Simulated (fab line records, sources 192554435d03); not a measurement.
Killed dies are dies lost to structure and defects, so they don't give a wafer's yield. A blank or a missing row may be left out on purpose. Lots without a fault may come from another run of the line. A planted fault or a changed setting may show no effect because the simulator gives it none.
fab line records | flow n5_finfet | part 2 of 2: steps 21 to 30 of 30
record lots=5 wafers=15 last_day=17
route steps=1938 shown BEOL_M6@1221
lots that met no fault: from a run of the same line without faults
start_h: hours from the record's first day to the start of the lot's first wafer shown | wait_h: hours since the lot's step before | " the same as in the row above | L1.1+2: a row that stands for several wafers | - no value, or no start given | * or withheld: withheld | < > ~ a bound
route shown NAME@n: a module of which the file shows steps, and the number in the route of the first | usual: mean/standard deviation of fault-free wafers | same: alike in all rows | chamber/n: place in a boat | sites: the reading at each site | _std_site: their standard deviation | _edge_site: outer sites' mean less inner sites' | radius_mm: how far each site lies from the wafer's centre | mask NAME#n: copy n | behind: the tool/chamber that last shaped the wafer | hold: why the lot was held/for how many hours/how that ended | device: the transistor (n, p or np) that didn't switch | end of line: the same wafers' tests at the end of the route | a step without rows: its recipe alone | killed: dies lost to structure and defects at the first sort, not the wafer's yield | map: a wafer's dies, x killed, . not, _ none there
set.NAME: the setting as run; set.NAME@STEP: as run at that earlier step | model.NAME: the simulator's own value behind a step, which no gauge read
lots at some steps of the route; a table a step, a row a wafer
services: from which hour (start_h, from the record's first day; less than 0 if before it) a tool's chamber was out of use, for how many hours, and why
## steps
# step N5_BEOL_M6_STRIP_80
# recipe chemistry=N2/H2 time_s=10 power_w=450 temp_c=40 pressure_mtorr=20 rf_frequency_hz=6e+07 bias_power_w=7 n2_flow_sccm=200 h2_flow_sccm=200
# usual drypump_motor_current_A=5.6/0.5 oes_product_au=0.82/0.081 rf_vpp_V=59.2/0.88 showerhead_plenum_p_Torr=2.56/0.086 throttle_valve_pct=23.4/0.3
# columns lot.wafer tool chamber start_h wait_h drypump_motor_current_A oes_product_au rf_hours_counter_h rf_vpp_V showerhead_plenum_p_Torr throttle_valve_pct
L075.1 rie_diel-06 0 - - 5.0 0.89 54 58.9 2.69 23.2
L075.2 " 1 " " 5.1 0.66 255 58.2 2.49 23.4
L075.5 " 0 " " 5.0 0.88 - 59.4 2.70 23.2
L074.1 rie_diel-02 0 - - 5.7 0.83 72 57.4 2.46 23.1
L074.3 " 1 " " 6.0 0.70 220 60.6 2.62 23.8
L074.4 " 2 " " 5.3 0.85 45 59.1 2.69 23.0
L076.2 rie_diel-05 0 - - 5.3 0.80 109 57.1 2.45 23.6
L076.4 " 0 " " 5.3 0.81 - 59.4 2.45 23.6
L076.6 " 2 " " 5.7 0.78 - 59.5 2.55 23.5
L077.4 rie_diel-02 0 - - 5.7 0.83 74 58.7 2.46 23.1
L077.5 " 2 " " 5.3 0.87 - 59.6 2.68 23.0
L077.6 " 3 " " 5.8 0.79 - 58.2 2.56 23.5
L096.1 rie_diel-06 0 - - 5.0 0.82 102 58.9 2.67 23.3
L096.2 " 1 " " 5.1 0.87 33 58.3 2.48 23.2
L096.5 " 2 " " 6.5 0.95 - 60.0 2.70 23.9
# step N5_BEOL_M6_OCD_MEAS_38
# usual trench_depth_nm=93.8/1.9
# columns lot.wafer tool chamber start_h wait_h trench_depth_nm
L075.1 ocd-01 - 181.83 - 95.8
L075.2 " - " " 93.0
L075.5 " - " " 95.2
L074.1 ocd-01 - 197.36 - 95.7
L074.3 " - " " 93.2
L074.4 " - " " 93.4
L076.2 ocd-02 - 198.46 - 92.4
L076.4 " - " " 92.2
L076.6 " - " " 90.5
L077.4 ocd-02 - 199.39 - 96.0
L077.5 " - " " 93.2
L077.6 " - " " 95.2
L096.1 ocd-02 - 323.20 - 95.4
L096.2 " - " " 97.9
L096.5 " - " " 96.5
# step N5_BEOL_M6_HM_STRIP_39
# recipe chemistry=peroxide_tin_strip material=TiN target_depth_a=250 temp_c=50 time_s=158
# columns lot.wafer tool chamber start_h wait_h
L075.1+2+5 wet_bench-06 1,5,6 181.87 0.0
L074.1+3+4 wet_bench-01 3,1,2 197.39 0.0
L076.2+4+6 wet_bench-01 6,0,4 198.49 0.0
L077.4+5+6 wet_bench-06 7,0,4 199.41 0.0
L096.1+2+5 wet_bench-05 6,7,0 323.23 0.0
# step N5_BEOL_M6_SRD_40
# recipe time_s=30 temp_c=23 rinse_liquid=diw dry=ipa_marangoni
# usual do_supply_ppb=9.99/0.092
# columns lot.wafer tool chamber start_h wait_h do_supply_ppb
L075.1 wet_bench-06 1 181.91 0.0 9.92
L075.2 " 5 " " 9.96
L075.5 " 6 " " 9.83
L074.1 wet_bench-01 3 197.44 0.0 9.90
L074.3 " 1 " " 10.09
L074.4 " 2 " " 10.04
L076.2 wet_bench-01 6 198.54 0.0 10.11
L076.4 " 0 " " 10.03
L076.6 " 4 " " 9.95
L077.4 wet_bench-06 7 199.46 0.0 9.99
L077.5 " 0 " " 10.24
L077.6 " 4 " " 10.04
L096.1 wet_bench-05 6 323.28 0.0 10.01
L096.2 " 7 " " 9.94
L096.5 " 0 " " 9.91
# step N5_BEOL_M6_PRECLEAN_42
# recipe chemistry=residue_remover time_s=60 temp_c=40
# columns lot.wafer tool chamber start_h wait_h
L075.1+2+5 wet_bench-06 1,5,6 181.93 0.0
L074.1+3+4 wet_bench-01 3,1,2 197.45 0.0
L076.2+4+6 wet_bench-01 6,0,4 198.55 0.0
L077.4+5+6 wet_bench-06 7,0,4 199.48 0.0
L096.1+2+5 wet_bench-05 6,7,0 323.30 0.0
# step N5_BEOL_M6_SRD_43
# recipe time_s=30 temp_c=23 rinse_liquid=diw dry=ipa_marangoni
# usual do_supply_ppb=9.99/0.087
# columns lot.wafer tool chamber start_h wait_h do_supply_ppb
L075.1 wet_bench-06 1 181.95 0.0 9.96
L075.2 " 5 " " 9.95
L075.5 " 6 " " 10.07
L074.1 wet_bench-01 3 197.47 0.0 9.94
L074.3 " 1 " " 10.00
L074.4 " 2 " " 10.02
L076.2 wet_bench-01 6 198.57 0.0 9.95
L076.4 " 0 " " 10.01
L076.6 " 4 " " 9.90
L077.4 wet_bench-06 7 199.49 0.0 10.06
L077.5 " 0 " " 10.02
L077.6 " 4 " " 9.98
L096.1 wet_bench-05 6 323.31 0.0 9.87
L096.2 " 7 " " 10.07
L096.5 " 0 " " 10.20
# step N5_BEOL_M6_CD_MEAS_35
# recipe target_cd_nm=40 target_cd_y_nm=28 polarity=opening
# usual cd_nm=40.1/0.6
# columns lot.wafer tool chamber start_h wait_h cd_nm
L075.1 cd_sem-03 - 181.99 0.0 38.8
L075.2 " - " " 40.5
L075.5 " - " " 39.6
L074.1 cd_sem-02 - 197.51 0.0 41.1
L074.3 " - " " 40.3
L074.4 " - " " 41.3
L076.2 cd_sem-01 - 198.61 0.0 41.1
L076.4 " - " " 40.8
L076.6 " - " " 39.8
L077.4 cd_sem-02 - 199.54 0.0 40.2
L077.5 " - " " 40.4
L077.6 " - " " 39.6
L096.1 cd_sem-01 - 323.35 0.0 40.4
L096.2 " - " " 39.6
L096.5 " - " " 39.2
# step N5_BEOL_M6_CURE_75
# recipe temp_c=370 time_s=120 ambient=DMADMS/He material=SiCOH_lowk
# usual lamp_power_pct=52.31/0.054 wafer_temp_C_max=371.5/0.56
# columns lot.wafer tool chamber start_h wait_h lamp_power_pct wafer_temp_C_max
L075.1 uv_cure-01 0 182.03 0.0 52.45 371.6
L075.2 " 0 " " 52.20 371.3
L075.5 " 0 " " 52.34 372.6
L074.1 uv_cure-02 2 197.55 0.0 52.30 371.4
L074.3 " 2 " " 52.25 371.2
L074.4 " 2 " " 52.25 371.3
L076.2 uv_cure-03 1 198.70 0.1 52.18 371.8
L076.4 " 1 " " 52.38 371.7
L076.6 " 1 " " 52.17 372.1
L077.4 uv_cure-01 1 199.73 0.2 52.18 371.1
L077.5 " 1 " " 52.32 371.3
L077.6 " 1 " " 52.32 371.5
L096.1 uv_cure-02 2 323.40 0.0 52.29 370.8
L096.2 " 2 " " 52.38 370.7
L096.5 " 2 " " 52.18 370.9
# step N5_BEOL_M6_DEGAS_44
# recipe ambient=vacuum temp_c=250 time_s=60
# usual heater_power_w=348/16
# columns lot.wafer tool chamber start_h wait_h heater_power_w
L075.1 pvd_sputter-01 - 182.36 0.3 379
L075.2 " - " " 340
L075.5 " - " " 341
L074.1 pvd_sputter-02 - 198.41 0.8 340
L074.3 " - " " 354
L074.4 " - " " 354
L076.2 pvd_sputter-03 - 198.97 0.2 319
L076.4 " - " " 337
L076.6 " - " " 355
L077.4 pvd_sputter-03 - 199.90 0.1 384
L077.5 " - " " 358
L077.6 " - " " 327
L096.1 pvd_sputter-01 - 323.76 0.3 341
L096.2 " - " " 329
L096.5 " - " " 336
# step N5_BEOL_M6_PRE_CLEAN_45
# recipe gas=H2/He time_s=30 temp_c=250
# usual heater_power_w=348/16
# columns lot.wafer tool chamber start_h wait_h heater_power_w
L075.1 pvd_sputter-01 - 182.40 0.0 379
L075.2 " - " " 338
L075.5 " - " " 332
L074.1 pvd_sputter-02 - 198.45 0.0 341
L074.3 " - " " 357
L074.4 " - " " 351
L076.2 pvd_sputter-03 - 199.01 0.0 324
L076.4 " - " " 334
L076.6 " - " " 356
L077.4 pvd_sputter-03 - 199.94 0.0 381
L077.5 " - " " 350
L077.6 " - " " 331
L096.1 pvd_sputter-01 - 323.80 0.0 339
L096.2 " - " " 338
L096.5 " - " " 338
## services
# columns tool chamber start_h hours kind
euv_scanner-01 - 161.08 1.0 pm
uv_cure-01 - 163.08 2.2 repair
rie_diel-06 2 168.37 33.9 repair
euv_scanner-01 - 169.90 0.5 repair
euv_scanner-01 - 176.57 0.7 repair
uv_cure-02 - 181.37 2.1 pm
euv_scanner-02 - 183.55 1.0 pm
uv_cure-02 - 188.13 2.8 pm
rie_diel-06 - 195.13 28.1 pm
euv_scanner-02 - 196.39 4.6 pm
euv_scanner-01 - 206.15 12.0 pm
euv_scanner-02 - 215.42 23.4 repair
uv_cure-01 - 227.97 28.1 pm
euv_scanner-01 - 231.27 1.0 pm
euv_scanner-02 - 239.70 1.0 pm
euv_scanner-01 - 247.54 4.7 repair
rie_diel-05 - 250.18 0.4 repair
euv_scanner-01 - 255.63 8.0 pm
uv_cure-02 - 270.70 6.3 repair
euv_scanner-01 - 273.38 1.0 pm
euv_scanner-02 - 295.85 1.0 pm
uv_cure-01 - 298.67 7.1 pm
euv_scanner-01 - 302.27 5.8 pm
pvd_sputter-03 - 309.90 0.8 repair
